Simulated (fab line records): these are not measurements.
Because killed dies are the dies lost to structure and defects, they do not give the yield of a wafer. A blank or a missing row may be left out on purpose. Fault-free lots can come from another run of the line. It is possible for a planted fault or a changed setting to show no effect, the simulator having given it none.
fab line records	flow nand_harc
record: lots: 13	wafers: 37	last_day: 34
route steps=1302 shown A_M1@1192 A_BONDPAD@1202 END@1302
lots untouched by any fault: they come from a run of this same line in which no faults occurred
start_h: hours from the record's opening day to when the first of the lot's shown wafers began	wait_h: time in hours since the lot's previous step	" same as the row above	L1.1+2: one row covering several wafers at once	- value missing, or start not given	* or withheld: withheld	< > ~ a bound
route shown NAME@n: names a module that has steps shown in the file, with the first one's number in the route	usual: average and standard deviation across the fault-free wafers	same: alike in all rows	chamber/n: place in a boat	sites: per-site readings	_std_site: the standard deviation of these	_edge_site: inner sites' mean taken away from outer sites' mean	radius_mm: for every site, how far away it sits from the centre of the wafer	mask NAME#n: copy n	behind: tool/chamber where the wafer was last shaped	hold: the reason the lot was held/the length of the hold in hours/how it ended	device: the transistor (n, p or np) that didn't switch	end of line: the tests these same wafers got at the end of their route	a step without rows: its recipe alone	killed: dies that structure and defects cost at the first sort, which is not the same as the wafer's yield	map: a wafer's dies, x killed, . not, _ none there
set.NAME: the setting that was run; set.NAME@STEP: the one run at that earlier step	model.NAME: the simulator's own value behind a step, which no gauge read
a sample of lots followed through the steps of the route, with each step as a table and each wafer as a row
services: a tool's chamber out of use, with start hour (start_h, from the record's first day; less than 0 if before it), hours out, and reason
== steps ==
step: NHARC_A_M1_PVD_21
recipe: target_thk_a: 300	chamber_pressure_pa: 5	power_w: 5000	substrate_temp_c: 30	time_s: 20.49	material: Cu
usual: throttle_valve_pct: 30.3/1.3
lot.wafer	tool	chamber	start_h	wait_h	throttle_valve_pct
L604.4	pvd_sputter-01	-	-	-	30.1
L604.1	"	-	"	"	32.2
L604.2	"	-	"	"	32.0
L603.3	pvd_sputter-02	-	-	-	30.5
L603.4	"	-	"	"	30.1
L603.6	"	-	"	"	30.1
L605.1	pvd_sputter-02	-	-	-	30.5
L605.4	"	-	"	"	31.6
L605.6	"	-	"	"	30.5
L614.1	pvd_sputter-03	-	-	-	31.7
L614.2	"	-	"	"	31.0
L615.2	pvd_sputter-03	-	-	-	29.0
L615.6	"	-	"	"	31.5
L616.3	pvd_sputter-01	-	-	-	31.7
L616.2	"	-	"	"	28.3
L616.5	"	-	"	"	28.8
L619.3	pvd_sputter-02	-	-	-	31.8
L619.2	"	-	"	"	29.7
L619.4	"	-	"	"	29.5
L620.2	pvd_sputter-03	-	-	-	31.6
L620.4	"	-	"	"	30.8
L620.5	"	-	"	"	28.7
L622.1	pvd_sputter-03	-	-	-	30.3
L622.4	"	-	"	"	29.5
L622.6	"	-	"	"	30.4
L623.2	pvd_sputter-02	-	-	-	31.7
L623.1	"	-	"	"	29.7
L623.4	"	-	"	"	29.2
L624.1	pvd_sputter-03	-	-	-	29.0
L624.3	"	-	"	"	28.7
L624.5	"	-	"	"	29.0
L625.2	pvd_sputter-03	-	-	-	30.9
L625.6	"	-	"	"	31.0
L625.5	"	-	"	"	30.5
L626.4	pvd_sputter-03	-	-	-	29.4
L626.1	"	-	"	"	28.6
L626.5	"	-	"	"	29.2
step: NHARC_A_BONDPAD_DEP_00
recipe: target_thk_a: 2500	temp_c: 370	target_thk_nm: 250	pressure_torr: 3	flow_sccm: 200	rf_w: 450	material: SiCN
usual: heater_power_w: 564/79
lot.wafer	tool	chamber	start_h	wait_h	heater_power_w
L604.1	pecvd-03	2	-	-	522
L604.2	"	0	"	"	650
L604.4	"	0	"	"	672
L603.3	pecvd-04	1	542.01	-	513
L603.6	"	0	"	"	586
L603.4	"	1	"	"	534
L605.1	pecvd-01	1	552.28	-	445
L605.4	"	0	"	"	698
L605.6	"	1	"	"	453
L614.1	pecvd-01	0	657.37	-	637
L614.2	"	1	"	"	527
L615.2	pecvd-04	0	659.22	-	550
L615.6	"	2	"	"	444
L616.2	pecvd-04	1	680.17	-	578
L616.3	"	0	"	"	675
L616.5	"	0	"	"	692
L619.2	pecvd-04	2	708.82	-	404
L619.3	"	0	"	"	637
L619.4	"	1	"	"	559
L620.2	pecvd-01	1	713.92	-	498
L620.4	"	2	"	"	562
L620.5	"	0	"	"	724
L622.1	pecvd-04	2	747.27	-	421
L622.6	"	2	"	"	442
L622.4	"	1	"	"	584
L623.1	pecvd-03	0	-	-	711
L623.2	"	2	"	"	615
L623.4	"	0	"	"	738
L624.3	pecvd-01	0	749.71	-	693
L624.1	"	1	"	"	490
L624.5	"	1	"	"	513
L625.2	pecvd-03	1	769.51	-	479
L625.5	"	1	"	"	488
L625.6	"	0	"	"	656
L626.1	pecvd-04	2	771.28	-	513
L626.5	"	0	"	"	608
L626.4	"	1	"	"	584
step: NHARC_A_BONDPAD_SOFTBAKE_04
recipe: temp_c: 125	time_s: 70
usual: heater_power_total_W: 200.9/1.3	resist_line_temp_C: 23.01/0.1
lot.wafer	tool	chamber	start_h	wait_h	heater_power_total_W	resist_line_temp_C
L604.1	litho_track-05	0	539	-	199.3	23.12
L604.2	"	0	"	"	200.9	23.05
L604.4	"	0	"	"	202.3	23.10
L603.3	litho_track-05	0	542	-	202.6	23.09
L603.4	"	0	"	"	202.6	23.05
L603.6	"	0	"	"	201.7	22.97
L605.1	litho_track-07	0	552	-	200.7	23.06
L605.4	"	0	"	"	202.4	23.20
L605.6	"	0	"	"	201.3	23.09
L614.1	litho_track-05	0	658	-	208.8	22.89
L614.2	"	0	"	"	209.0	22.80
L615.2	litho_track-05	0	659	-	206.6	23.08
L615.6	"	0	"	"	206.3	22.92
L616.2	litho_track-03	0	680	-	202.7	22.99
L616.3	"	0	"	"	201.1	22.94
L616.5	"	0	"	"	199.6	22.95
L619.2	litho_track-07	0	709	-	199.5	23.05
L619.3	"	0	"	"	202.5	22.97
L619.4	"	0	"	"	200.6	23.13
L620.2	litho_track-07	0	714	-	201.3	22.97
L620.4	"	0	"	"	201.8	23.13
L620.5	"	0	"	"	199.6	23.07
L622.1	litho_track-07	0	748	-	200.0	22.93
L622.4	"	0	"	"	199.2	23.09
L622.6	"	0	"	"	201.7	22.95
L623.1	litho_track-05	0	749	-	202.5	23.07
L623.2	"	0	"	"	199.1	23.08
L623.4	"	0	"	"	199.5	22.89
L624.1	litho_track-07	0	750	-	200.6	22.93
L624.3	"	0	"	"	202.4	23.12
L624.5	"	0	"	"	202.2	22.90
L625.2	litho_track-05	0	770	-	202.5	23.11
L625.5	"	0	"	"	202.6	23.07
L625.6	"	0	"	"	202.3	23.10
L626.1	litho_track-07	0	771	-	199.7	22.97
L626.4	"	0	"	"	201.1	22.97
L626.5	"	0	"	"	200.9	22.94
step: NHARC_A_BONDPAD_CD_MEAS_09
recipe: target_cd_nm: 500	landing_energy_ev: 500
usual: cd_nm: 500.4/1.4
lot.wafer	tool	chamber	start_h	wait_h	cd_nm
L604.1	cd_sem-02	0	540.41	-	500.8
L604.2	"	0	"	"	500.6
L604.4	"	0	"	"	498.7
L603.3	cd_sem-01	0	543.19	-	498.1
L603.4	"	0	"	"	497.8
L603.6	"	0	"	"	499.4
L605.1	cd_sem-03	0	553.41	-	503.6
L605.4	"	0	"	"	503.0
L605.6	"	0	"	"	503.4
L614.1	cd_sem-02	0	658.55	-	502.7
L614.2	"	0	"	"	500.7
L615.2	cd_sem-01	0	660.41	-	499.1
L615.6	"	0	"	"	499.4
L616.2	cd_sem-03	0	681.42	-	500.6
L616.3	"	0	"	"	499.3
L616.5	"	0	"	"	499.3
L619.2	cd_sem-02	0	710.05	-	501.2
L619.3	"	0	"	"	500.8
L619.4	"	0	"	"	500.2
L620.2	cd_sem-01	0	715.05	-	500.1
L620.4	"	0	"	"	499.8
L620.5	"	0	"	"	499.6
L622.1	cd_sem-02	0	748.39	-	502.4
L622.4	"	0	"	"	500.4
L622.6	"	0	"	"	501.4
L623.1	cd_sem-01	0	749.59	-	500.5
L623.2	"	0	"	"	501.1
L623.4	"	0	"	"	499.9
L624.1	cd_sem-01	0	750.83	-	501.7
L624.3	"	0	"	"	502.3
L624.5	"	0	"	"	502.5
L625.2	cd_sem-01	0	770.61	-	499.2
L625.5	"	0	"	"	499.7
L625.6	"	0	"	"	501.3
L626.1	cd_sem-02	0	772.41	-	498.4
L626.4	"	0	"	"	496.3
L626.5	"	0	"	"	499.0
step: NHARC_END_SORT_01
recipe: temp_c: 25
usual: defect_limited_yield: 91/3.1	killed_at_array: 53/21	killed_at_other: 1.0/1.3	killed_at_periphery: 3.8/2.4	killed_dies: 58/21	killed_open: 3.4/1.9	killed_short: 2.4/1.5	sort_bin_2_pct: 3.0/1.3	sort_bin_3_pct: 0.6/0.39	sort_bin_4_pct: 4.9/1.8	sort_n_pass: 619/21	sort_rim_yield_pct: 88/5.3	sort_yield_pct: 91/3.1
same: gross_dies: 677	sort_bin_5_pct[%]: 0	sort_bin_6_pct[%]: 0	sort_bin_7_pct[%]: 0	sort_bin_8_pct[%]: 0	sort_rim_n_gross: 106.00
lot.wafer	tool	chamber	start_h	wait_h	defect_limited_yield[%]	killed_at_array	killed_at_other	killed_at_periphery	killed_dies	killed_open	killed_short	sort_bin_2_pct[%]	sort_bin_3_pct[%]	sort_bin_4_pct[%]	sort_n_pass	sort_rim_yield_pct[%]	sort_yield_pct[%]
L604.1	prober-01	0	570.54	2.5	91	55	1	6	62	4	0	3.4	1.2	4.6	615	92	91
L604.2	prober-01	0	571.35	2.8	94	37	1	2	40	1	2	1.8	0.9	3.2	637	88	94
L604.4	prober-01	0	572.95	3.4	94	34	3	3	40	4	4	1.8	0.4	3.7	637	86	94
L605.1	prober-01	0	582.82	2.5	88	77	0	3	80	3	2	4.0	0.6	7.2	597	89	88
L605.4	prober-01	0	585.19	3.4	89	64	1	8	73	5	4	4.0	0.9	5.9	604	91	89
L605.6	prober-01	0	586.78	4.0	89	72	0	5	77	3	2	4.3	0.7	6.4	600	90	89
L603.3	prober-02	0	584.43	3.1	89	70	2	3	75	7	1	4.0	0.6	6.5	602	92	89
L603.4	prober-02	0	585.23	3.4	88	77	4	3	84	4	2	4.0	0.6	7.8	593	90	88
L603.6	prober-02	0	586.83	4.0	91	58	2	0	60	5	2	3.5	1.0	4.3	617	92	91
L614.1	prober-01	0	691.53	2.5	96	24	1	4	29	8	3	1.6	0.3	2.4	648	92	96
L614.2	prober-01	0	692.32	2.8	96	24	0	4	28	7	3	1.5	0.1	2.5	649	98	96
L615.2	prober-02	0	692.30	2.8	90	56	0	9	65	1	2	3.2	0.7	5.6	612	86	90
L615.6	prober-02	0	695.47	4.0	91	51	2	5	58	4	0	4.3	0.7	3.5	619	83	91
L616.2	prober-01	0	712.35	2.8	93	40	0	8	48	6	4	2.2	0.4	4.4	629	88	93
L616.3	prober-01	0	713.13	3.1	94	33	0	5	38	2	2	1.9	0.3	3.4	639	86	94
L616.5	prober-01	0	714.69	3.6	93	42	0	7	49	3	3	2.5	0	4.7	628	90	93
L619.2	prober-02	0	743.50	2.8	88	73	1	4	78	3	5	4.3	1.2	6.1	599	74	88
L619.3	prober-02	0	744.32	3.1	84	106	0	4	110	4	2	3.4	1.8	11.1	567	82	84
L619.4	prober-02	0	745.13	3.4	89	72	0	4	76	4	0	3.7	0.4	7.1	601	76	89
L620.2	prober-01	0	743.51	2.8	95	26	3	3	32	2	3	1.3	0.4	3.0	645	90	95
L620.4	prober-01	0	745.10	3.4	94	34	1	3	38	2	3	2.7	0.4	2.5	639	91	94
L620.5	prober-01	0	745.90	3.7	91	58	3	3	64	2	3	3.1	0.9	5.5	613	95	91
L623.1	prober-01	0	783.69	2.5	90	52	1	16	69	4	2	4.4	1.0	4.7	608	85	90
L623.2	prober-01	0	784.48	2.8	87	73	2	11	86	3	5	4.4	0.7	7.5	591	87	87
L623.4	prober-01	0	786.06	3.4	90	62	3	6	71	3	2	4.3	0.4	5.8	606	79	90
L622.1	prober-02	0	783.72	2.5	94	42	0	1	43	3	0	3.0	0.7	2.7	634	92	94
L622.4	prober-02	0	786.12	3.4	93	44	2	1	47	6	2	3.1	0.1	3.7	630	83	93
L622.6	prober-02	0	787.72	4.0	93	42	4	3	49	3	3	2.8	0.4	4.0	628	89	93
L624.1	prober-01	0	791.48	2.5	97	11	3	3	17	3	2	0.3	0	2.2	660	97	97
L624.3	prober-01	0	793.11	3.1	95	23	2	6	31	3	1	1.3	0.4	2.8	646	92	95
L624.5	prober-01	0	794.74	3.8	98	13	0	2	15	5	3	0.3	0.1	1.8	662	98	98
L626.1	prober-01	0	805.04	2.6	91	54	0	4	58	6	3	4.0	0.6	4.0	619	84	91
L626.4	prober-01	0	807.46	3.4	90	64	0	7	71	7	2	4.4	0.9	5.2	606	79	90
L626.5	prober-01	0	808.27	3.7	91	59	1	2	62	2	2	3.5	0.7	4.9	615	81	91
L625.2	prober-02	0	805.76	2.8	95	29	0	2	31	2	1	1.3	0.1	3.1	646	99	95
L625.5	prober-02	0	808.12	3.7	95	33	1	3	37	4	3	1.5	0.1	3.8	640	95	95
L625.6	prober-02	0	808.91	3.9	95	28	2	4	34	3	2	1.3	0.4	3.2	643	90	95
killed by level:class
L604.1 A_CHANNEL_HOLE_D1:chamber_film_flake=34 A_CONTACT:chamber_film_flake=5 A_CHANNEL_HOLE_D2:chamber_film_flake=4 P_GATE:chamber_film_flake=3 A_STAIRCASE:chamber_film_flake=3 P_M0:geometric_particle:open=2 A_CONTACT:unspecified=2 A_BLC:chamber_film_flake=2
L604.2 A_CHANNEL_HOLE_D1:chamber_film_flake=11 A_CHANNEL_HOLE_D2:chamber_film_flake=6 A_CONTACT:chamber_film_flake=6 A_STAIRCASE:chamber_film_flake=5 P_GATE:chamber_film_flake=2 A_CONTACT:unspecified=2 A_ONON_D1:geometric_particle:short=1 A_WL_FILL:geometric_particle:short=1
L604.4 A_CHANNEL_HOLE_D1:chamber_film_flake=10 A_CHANNEL_HOLE_D2:chamber_film_flake=7 A_STAIRCASE:chamber_film_flake=4 A_ZERO_WELL:chamber_film_flake=3 A_DECK1_JOINT:geometric_particle:short=2 P_GATE:chamber_film_flake=2 A_CONTACT:chamber_film_flake=2 THIN_TSV:chamber_film_flake=2
L605.1 A_CHANNEL_HOLE_D2:chamber_film_flake=44 A_SLIT:chamber_film_flake=19 A_STAIRCASE:chamber_film_flake=5 A_CHANNEL_HOLE_D1:chamber_film_flake=2 A_CONTACT:chamber_film_flake=2 P_CONTACT:geometric_particle:short=1 A_ONON_D1:geometric_particle:short=1 A_ONON_D1:geometric_particle:open=1
L603.3 A_CHANNEL_HOLE_D2:chamber_film_flake=36 A_SLIT:chamber_film_flake=17 A_CONTACT:chamber_film_flake=5 A_CHANNEL_HOLE_D1:chamber_film_flake=3 P_CONTACT:geometric_particle:open=2 A_WL_FILL:geometric_particle:open=2 A_CHANNEL_FILL_D2:geometric_particle:open=1 A_WL_FILL:geometric_particle:short=1
L605.4 A_CHANNEL_HOLE_D2:chamber_film_flake=34 A_SLIT:chamber_film_flake=15 P_ZERO_WELL:chamber_film_flake=3 P_GATE:chamber_film_flake=3 A_STAIRCASE:chamber_film_flake=3 A_CHANNEL_HOLE_D1:chamber_film_flake=2 A_CONTACT:chamber_film_flake=2 P_M0:geometric_particle:open=1
L603.4 A_CHANNEL_HOLE_D2:chamber_film_flake=36 A_SLIT:chamber_film_flake=18 A_CONTACT:chamber_film_flake=7 A_ZERO_WELL:chamber_film_flake=4 THIN_TSV:chamber_film_flake=3 A_DECK1_JOINT:chamber_film_flake=2 A_ONON_D2:geometric_particle:open=1 A_CHANNEL_HOLE_D2:geometric_particle:open=1
L605.6 A_CHANNEL_HOLE_D2:chamber_film_flake=34 A_SLIT:chamber_film_flake=21 A_STAIRCASE:chamber_film_flake=5 A_CONTACT:chamber_film_flake=5 P_GATE:chamber_film_flake=2 P_CONTACT:geometric_particle:open=1 P_M0:geometric_particle:open=1 A_CHANNEL_FILL_D1:geometric_particle:short=1
L603.6 A_CHANNEL_HOLE_D2:chamber_film_flake=29 A_SLIT:chamber_film_flake=13 A_CONTACT:chamber_film_flake=6 A_ONON_D1:geometric_particle:short=2 A_CHANNEL_FILL_D2:geometric_particle:open=2 A_STAIRCASE:chamber_film_flake=2 THIN_TSV:chamber_film_flake=2 A_ONON_D1:geometric_particle:open=1
L614.1 A_CHANNEL_HOLE_D1:chamber_film_flake=8 A_CONTACT:chamber_film_flake=5 P_M0:geometric_particle:open=3 A_CHANNEL_FILL_D2:geometric_particle:open=2 A_CHANNEL_FILL_D1:geometric_particle:open=1 A_CHANNEL_FILL_D1:geometric_particle:short=1 A_ONON_D2:geometric_particle:open=1 A_CHANNEL_FILL_D2:geometric_particle:short=1
L615.2 A_SLIT:chamber_film_flake=21 A_CHANNEL_HOLE_D2:chamber_film_flake=9 A_STAIRCASE:chamber_film_flake=9 P_BONDPAD:chamber_film_flake=5 A_CHANNEL_HOLE_D1:chamber_film_flake=5 A_CONTACT:chamber_film_flake=3 P_M1:chamber_film_flake=2 A_SGD_CUT:chamber_film_flake=2
L614.2 A_CONTACT:chamber_film_flake=6 A_CHANNEL_FILL_D2:geometric_particle:short=3 A_SLIT:chamber_film_flake=3 A_CHANNEL_FILL_D2:geometric_particle:open=2 P_GATE:chamber_film_flake=2 A_CHANNEL_HOLE_D1:chamber_film_flake=2 P_M0:geometric_particle:open=1 A_ONON_D2:geometric_particle:open=1
L615.6 A_SLIT:chamber_film_flake=16 A_STAIRCASE:chamber_film_flake=10 A_CHANNEL_HOLE_D2:chamber_film_flake=9 A_CHANNEL_HOLE_D1:chamber_film_flake=6 P_BONDPAD:chamber_film_flake=3 A_CONTACT:chamber_film_flake=3 A_BONDPAD:chamber_film_flake=3 A_ONON_D2:geometric_particle:open=2
L616.2 A_CHANNEL_HOLE_D2:chamber_film_flake=15 A_CONTACT:chamber_film_flake=6 A_CHANNEL_HOLE_D1:chamber_film_flake=4 P_CONTACT:chamber_film_flake=3 A_ONON_D1:geometric_particle:open=2 P_STI:chamber_film_flake=2 A_SLIT:chamber_film_flake=2 A_WL_FILL:chamber_film_flake=2
L616.3 A_CHANNEL_HOLE_D2:chamber_film_flake=15 A_CHANNEL_HOLE_D1:chamber_film_flake=6 A_CONTACT:chamber_film_flake=6 P_CONTACT:chamber_film_flake=3 A_STAIRCASE:chamber_film_flake=2 P_GATE:geometric_particle:short=1 A_SOURCE_PLATE:geometric_particle:open=1 A_ONON_D2:geometric_particle:short=1
L616.5 A_CHANNEL_HOLE_D2:chamber_film_flake=20 A_CHANNEL_HOLE_D1:chamber_film_flake=7 P_STI:chamber_film_flake=3 A_SLIT:chamber_film_flake=3 A_WL_FILL:chamber_film_flake=3 A_CONTACT:chamber_film_flake=3 A_WL_FILL:geometric_particle:short=2 P_CONTACT:chamber_film_flake=2
L619.2 A_SLIT:chamber_film_flake=21 A_CHANNEL_HOLE_D2:chamber_film_flake=17 A_CHANNEL_HOLE_D1:chamber_film_flake=13 A_CONTACT:chamber_film_flake=8 A_CHANNEL_FILL_D2:chamber_film_flake=5 A_WL_FILL:geometric_particle:short=2 P_ZERO_WELL:chamber_film_flake=2 A_WL_FILL:chamber_film_flake=2
L620.2 A_CHANNEL_HOLE_D1:chamber_film_flake=15 P_GATE:chamber_film_flake=3 A_SLIT:chamber_film_flake=3 THIN_TSV:chamber_film_flake=3 A_STAIRCASE:chamber_film_flake=2 A_CHANNEL_HOLE_D1:geometric_particle:short=1 A_WL_FILL:geometric_particle:short=1 A_CONTACT:geometric_particle:open=1
L619.3 A_CHANNEL_HOLE_D1:chamber_film_flake=40 A_SLIT:chamber_film_flake=18 A_CONTACT:chamber_film_flake=16 A_CHANNEL_HOLE_D2:chamber_film_flake=15 A_CHANNEL_FILL_D2:chamber_film_flake=5 A_STAIRCASE:chamber_film_flake=5 P_STI:chamber_film_flake=2 A_CHANNEL_FILL_D1:chamber_film_flake=2
L620.4 A_CHANNEL_HOLE_D1:chamber_film_flake=17 A_SLIT:chamber_film_flake=7 A_CHANNEL_FILL_D2:chamber_film_flake=3 P_GATE:chamber_film_flake=2 P_CONTACT:geometric_particle:short=1 A_ONON_D1:geometric_particle:short=1 A_CHANNEL_FILL_D1:geometric_particle:short=1 A_CONTACT:geometric_particle:open=1
L619.4 A_SLIT:chamber_film_flake=20 A_CHANNEL_HOLE_D1:chamber_film_flake=16 A_CHANNEL_HOLE_D2:chamber_film_flake=15 A_CONTACT:chamber_film_flake=9 A_CHANNEL_FILL_D1:chamber_film_flake=3 A_CHANNEL_FILL_D2:chamber_film_flake=3 P_M2:geometric_particle:open=1 A_ONON_D1:geometric_particle:open=1
L620.5 A_CHANNEL_HOLE_D1:chamber_film_flake=40 A_STAIRCASE:chamber_film_flake=3 A_SLIT:chamber_film_flake=3 A_WL_FILL:chamber_film_flake=3 THIN_TSV:chamber_film_flake=3 P_GATE:chamber_film_flake=2 A_CHANNEL_FILL_D2:chamber_film_flake=2 P_M1:geometric_particle:short=1
L623.1 A_CHANNEL_HOLE_D2:chamber_film_flake=19 A_SLIT:chamber_film_flake=10 P_CONTACT:chamber_film_flake=7 A_CONTACT:chamber_film_flake=7 A_CHANNEL_HOLE_D1:chamber_film_flake=6 P_GATE:chamber_film_flake=5 P_ZERO_WELL:chamber_film_flake=2 A_CHANNEL_FILL_D1:chamber_film_flake=2
L622.1 A_SLIT:chamber_film_flake=22 A_CHANNEL_HOLE_D1:chamber_film_flake=6 A_CONTACT:chamber_film_flake=6 A_CHANNEL_FILL_D1:chamber_film_flake=3 P_ZERO_WELL:geometric_particle:open=1 A_ONON_D2:geometric_particle:open=1 A_M0:geometric_particle:open=1 A_DECK1_JOINT:chamber_film_flake=1
L623.2 A_CHANNEL_HOLE_D2:chamber_film_flake=20 A_STAIRCASE:chamber_film_flake=14 A_CONTACT:chamber_film_flake=12 A_SLIT:chamber_film_flake=9 A_CHANNEL_HOLE_D1:chamber_film_flake=8 P_CONTACT:chamber_film_flake=6 A_SOURCE_PLATE:geometric_particle:short=2 A_CHANNEL_FILL_D1:chamber_film_flake=2
L623.4 A_CHANNEL_HOLE_D2:chamber_film_flake=19 A_CHANNEL_HOLE_D1:chamber_film_flake=15 A_CONTACT:chamber_film_flake=7 A_STAIRCASE:chamber_film_flake=7 A_SLIT:chamber_film_flake=4 P_CONTACT:chamber_film_flake=3 THIN_TSV:chamber_film_flake=3 A_DECK1_JOINT:chamber_film_flake=2
L622.4 A_SLIT:chamber_film_flake=19 A_CHANNEL_HOLE_D1:chamber_film_flake=9 A_CONTACT:chamber_film_flake=5 A_M0:chamber_film_flake=2 P_M1:geometric_particle:open=1 A_CHANNEL_FILL_D1:geometric_particle:short=1 A_ONON_D2:geometric_particle:open=1 A_CHANNEL_HOLE_D2:geometric_particle:open=1
L622.6 A_SLIT:chamber_film_flake=23 A_CONTACT:chamber_film_flake=8 THIN_TSV:chamber_film_flake=4 A_CHANNEL_FILL_D1:geometric_particle:open=3 A_CHANNEL_HOLE_D1:chamber_film_flake=2 A_STAIRCASE:chamber_film_flake=2 A_M0:chamber_film_flake=2 P_M1:geometric_particle:short=1
L624.1 A_SLIT:chamber_film_flake=3 A_CONTACT:chamber_film_flake=3 THIN_TSV:chamber_film_flake=3 P_M0:geometric_particle:open=1 A_ONON_D1:geometric_particle:short=1 A_CHANNEL_FILL_D1:geometric_particle:open=1 A_DECK1_JOINT:geometric_particle:short=1 A_STAIRCASE:geometric_particle:open=1
L624.3 A_CONTACT:chamber_film_flake=6 A_SLIT:chamber_film_flake=5 A_CHANNEL_FILL_D1:chamber_film_flake=3 P_M0:geometric_particle:open=2 A_CHANNEL_HOLE_D2:chamber_film_flake=2 THIN_TSV:chamber_film_flake=2 A_CHANNEL_FILL_D2:geometric_particle:short=1 A_M0:geometric_particle:open=1
L624.5 A_M0:geometric_particle:open=2 A_SLIT:chamber_film_flake=2 A_CONTACT:chamber_film_flake=2 A_ONON_D1:geometric_particle:short=1 A_CHANNEL_FILL_D2:geometric_particle:short=1 A_SGD_CUT:geometric_particle:open=1 A_WL_FILL:geometric_particle:open=1 A_CONTACT:geometric_particle:open=1
L626.1 A_CHANNEL_HOLE_D2:chamber_film_flake=19 A_SLIT:chamber_film_flake=12 A_CONTACT:chamber_film_flake=8 A_CHANNEL_HOLE_D1:chamber_film_flake=6 P_M1:chamber_film_flake=3 P_M0:geometric_particle:open=1 A_ONON_D1:geometric_particle:open=1 A_CHANNEL_FILL_D1:geometric_particle:short=1
L625.2 A_SLIT:chamber_film_flake=12 A_STAIRCASE:chamber_film_flake=5 A_CONTACT:chamber_film_flake=5 A_CHANNEL_FILL_D1:chamber_film_flake=2 A_WL_FILL:chamber_film_flake=2 P_M0:geometric_particle:open=1 A_SOURCE_PLATE:geometric_particle:open=1 A_ONON_D1:geometric_particle:short=1
L626.4 A_SLIT:chamber_film_flake=20 A_CHANNEL_HOLE_D2:chamber_film_flake=19 A_CHANNEL_HOLE_D1:chamber_film_flake=8 A_CONTACT:chamber_film_flake=6 P_M1:chamber_film_flake=4 A_CHANNEL_FILL_D2:geometric_particle:short=2 A_DECK1_JOINT:chamber_film_flake=2 P_CONTACT:geometric_particle:open=1
L625.5 A_CONTACT:chamber_film_flake=11 A_SLIT:chamber_film_flake=10 A_ONON_D2:geometric_particle:open=2 A_WL_FILL:chamber_film_flake=2 P_M1:geometric_particle:open=1 A_CHANNEL_FILL_D1:geometric_particle:short=1 A_ONON_D2:geometric_particle:short=1 A_WL_FILL:geometric_particle:open=1
L626.5 A_SLIT:chamber_film_flake=23 A_CHANNEL_HOLE_D2:chamber_film_flake=21 A_CHANNEL_HOLE_D1:chamber_film_flake=6 A_CONTACT:chamber_film_flake=5 P_M0:geometric_particle:open=1 A_CHANNEL_FILL_D2:geometric_particle:short=1 A_WL_FILL:geometric_particle:short=1 A_M0:geometric_particle:open=1
L625.6 A_SLIT:chamber_film_flake=11 A_CONTACT:chamber_film_flake=8 A_CHANNEL_FILL_D1:chamber_film_flake=3 P_M1:chamber_film_flake=2 P_M0:geometric_particle:open=1 A_CHANNEL_FILL_D2:geometric_particle:short=1 A_SGD_CUT:geometric_particle:short=1 A_SGD_CUT:geometric_particle:open=1
== services ==
tool	chamber	start_h	hours	kind
pvd_sputter-03	-	536.44	10.0	pm
pecvd-03	-	547.37	13.0	pm
pvd_sputter-02	-	550.37	0.5	repair
pvd_sputter-02	-	578.12	2.2	repair
pecvd-03	2	580.02	20.4	repair
pvd_sputter-01	-	582.02	10.0	pm
pecvd-01	0	585.41	4.2	repair
litho_track-07	-	601.00	7.0	pm
litho_track-03	-	625.00	7.0	pm
pecvd-03	-	629.53	1.3	repair
pecvd-04	-	633.41	13.0	pm
pecvd-04	0	633.41	13.0	vent_cycle
pecvd-04	1	633.41	13.0	vent_cycle
pecvd-04	2	633.41	13.0	vent_cycle
pecvd-04	0	646.41	-	clean
pecvd-04	-	647.89	0.8	repair
litho_track-05	-	649.00	7.0	pm
pvd_sputter-02	-	665.24	10.0	pm
pecvd-01	-	673.15	13.0	pm
pvd_sputter-03	-	714.44	10.0	pm
pecvd-03	-	728.37	13.0	pm
pvd_sputter-03	-	730.38	3.8	repair
pecvd-04	-	742.11	1.3	repair
pvd_sputter-01	-	760.02	10.0	pm
== key ==
first_sign: step: NHARC_A_BONDPAD_SOFTBAKE_04	reading: heater_power_total_W	direction: up	sigmas: 5.4	usual: *	struck: *
effect none on later readings
met_at NHARC_A_BONDPAD_SOFTBAKE_04
struck_lots L614,L615
not_acting_at NHARC_A_M1_PVD_21,NHARC_A_BONDPAD_DEP_00,NHARC_A_BONDPAD_CD_MEAS_09
onset_between 542 658
fault: kind: process_parameter_drift	tool: litho_track-05	chamber: -	onset_h: 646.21	steps: NHARC_A_BONDPAD_SOFTBAKE_04	channel: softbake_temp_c	offset: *	shape: step	end_h: 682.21	acts_in: *	stated: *
